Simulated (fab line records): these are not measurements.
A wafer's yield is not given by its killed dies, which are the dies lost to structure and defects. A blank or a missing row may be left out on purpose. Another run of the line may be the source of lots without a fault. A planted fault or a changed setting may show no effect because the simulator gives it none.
Struck lot and sound lot, side by side || flow n5_finfet || 19 out of 1938 route steps
Sound: these wafers, L432.2, L432.4, L432.6. Struck: wafers L438.1, L438.3 (left out: L438.6, a lot-mate that was not struck); the cause follows at the end.
Per side, at each step with rows, come the tool, then ch with its chambers, and then its first start. Under that, the readings that differ: sound wafers || struck wafers || difference of the means || sigmas: that difference in standard deviations of wafers without a fault.
alike: readings with means less than 2 such deviations apart, plus words and numbers identical on both sides. not compared: withheld readings, readings lacking a value on some wafer, bounds such as >300 that could conceal the same value, and numbers that have no deviation in the record and whose values overlap.
Wherever a step has rows on one side only, a row that says differs or no value, or a row with sigmas, the two part there. Numbers that don't overlap but have no deviation are shown without sigmas and don't part them. Lack of a reading on every wafer of one side parts them only where that side has two or more wafers.

N5_BEOL_M1_INSPECT_30: inspects for defects (brightfield).
  sound: defect_inspect-02 at day 7 02:08; struck: defect_inspect-01 at day 9 00:20
  alike: raw_defect_count
then, 3 steps without rows for these wafers: N5_BEOL_M1_DESCUM_33 (chemistry O2, time 7 s); N5_BEOL_M1_ETCH_77 (etches underlayer in N2/H2, target depth 6.5 nm, time 5.2 s); N5_BEOL_M1_ETCH_69 (etches SiARC in CF4, target depth 15.6 nm, time 26 s).
N5_BEOL_M1_ALD_98: deposits SiO2, target thk 2.5 nm, pulse time 1 s, co reactant pulse time 1 s.
  sound on ald_sin-04 ch 2,3, day 7 03:23; struck on ald_sin-03 ch 2,3, day 9 00:56
  alike: heater_power_w, precursor_pulse_height_rel
N5_BEOL_M1_ETCHBACK_99: etches SiO2 in CHF3, target depth 5 nm, time 10.4 s.
  sound on rie_diel-04 ch 0,1, day 7 04:08; struck on rie_diel-02 ch 2,3, day 9 10:32
  alike: drypump_motor_current_A, oes_product_au, rf_fwd_power_W, rf_vpp_V, showerhead_plenum_p_Torr, throttle_valve_pct
  not compared: rf_hours_counter_h
N5_BEOL_M1_ETCH_70: etches SOC in N2/H2, target depth 80 nm, overetch 16 nm, time 120 s.
  sound on rie_diel-04 ch 0,1, day 7 04:10; struck on rie_diel-02 ch 2,3, day 9 10:34
  alike: drypump_motor_current_A, oes_product_au, rf_fwd_power_W, rf_vpp_V, showerhead_plenum_p_Torr, throttle_valve_pct
  not compared: rf_hours_counter_h
then, 2 steps without rows for these wafers: N5_BEOL_M1_STRIP_71 (strips in N2/H2); N5_BEOL_M1_STRIP_78 (strips in N2/H2).
N5_BEOL_M1_VIA_ETCH_34: etches the open film in C4F6/O2, target depth 67.8 nm, time 64.4 s.
  sound on rie_diel-04 ch 0,1, day 7 04:16; struck on rie_diel-02 ch 2,3, day 9 10:40
  alike: drypump_motor_current_A, oes_product_au, rf_fwd_power_W, rf_vpp_V, showerhead_plenum_p_Torr, throttle_valve_pct
  not compared: rf_hours_counter_h
then, 1 step without rows for these wafers: N5_BEOL_M1_STRIP_83 (strips in C4F6/O2).
N5_BEOL_M1_STRIP_36: strips in N2/H2.
  sound on rie_diel-04 ch 0,1, day 7 04:20; struck on rie_diel-02 ch 2,3, day 9 10:43
  alike: drypump_motor_current_A, oes_product_au, rf_vpp_V, showerhead_plenum_p_Torr, throttle_valve_pct
  not compared: rf_hours_counter_h
N5_BEOL_M1_TRENCH_ETCH_37: etches SiOC in C4F6/O2, target depth 55.207 nm, time 29 s.
  sound on rie_diel-04 ch 0,1, day 7 04:22; struck on rie_diel-02 ch 2,3, day 9 10:46
{"reading": "model.BEOL_M1.feature_depth_nm (nm)", "sound": "52.6 54.2 54.4", "struck": "46.6 47.4", "difference": -6.7, "sigmas": ""}
{"reading": "model.etch.depth_nm (nm)", "sound": "52.61 54.14 54.36", "struck": "46.65 47.34", "difference": -6.71, "sigmas": ""}
  alike: drypump_motor_current_A, oes_product_au, rf_fwd_power_W, rf_vpp_V, showerhead_plenum_p_Torr, throttle_valve_pct
  not compared: rf_hours_counter_h
then, 2 steps without rows for these wafers: N5_BEOL_M1_ETCH_41 (etches SiCN in CH3F/O2, target depth 31.9 nm, time 57.8 s); N5_BEOL_M1_STRIP_97 (strips in N2/H2, time 10 s).
N5_BEOL_M1_OCD_MEAS_38:
  sound: ocd-02 at day 7 04:32; struck: ocd-02 at day 9 10:56
{"reading": "trench_depth_nm (nm)", "sound": "53.1 54.3 54.5", "struck": "46.7 46.8", "difference": -7.2, "sigmas": -6}
then, 1 step without rows for these wafers: N5_BEOL_M1_HM_STRIP_39 (strips TiN in peroxide tin strip, target depth 25 nm, time 158 s).
-- the record jumps here: 2 days lie between the struck wafers' starts before and after (it left off in module BEOL_M1 and takes up again in module BEOL_M4, whose first step shown is number 1111 of the route) --
N5_BEOL_M4_RC_MEAS_101:
  sound on prober-02 ch 0, day 8 20:44; struck on prober-01 ch 0, day 11 11:25
  alike: DIBL_N, DIBL_P, IOFF_N, IOFF_P, ION_N, ION_P, SS_N, SS_P, VT_N, VT_P
after that, 1 step had no rows for these wafers: N5_PASSIVATION_PROBE_49.

== WHERE THEY PART ==
At N5_BEOL_M1_OCD_MEAS_38 and nowhere else, as far as this record goes. Later steps at which nothing parts them and some readings are alike: N5_BEOL_M4_RC_MEAS_101.

WHY: whatever the simulator had introduced
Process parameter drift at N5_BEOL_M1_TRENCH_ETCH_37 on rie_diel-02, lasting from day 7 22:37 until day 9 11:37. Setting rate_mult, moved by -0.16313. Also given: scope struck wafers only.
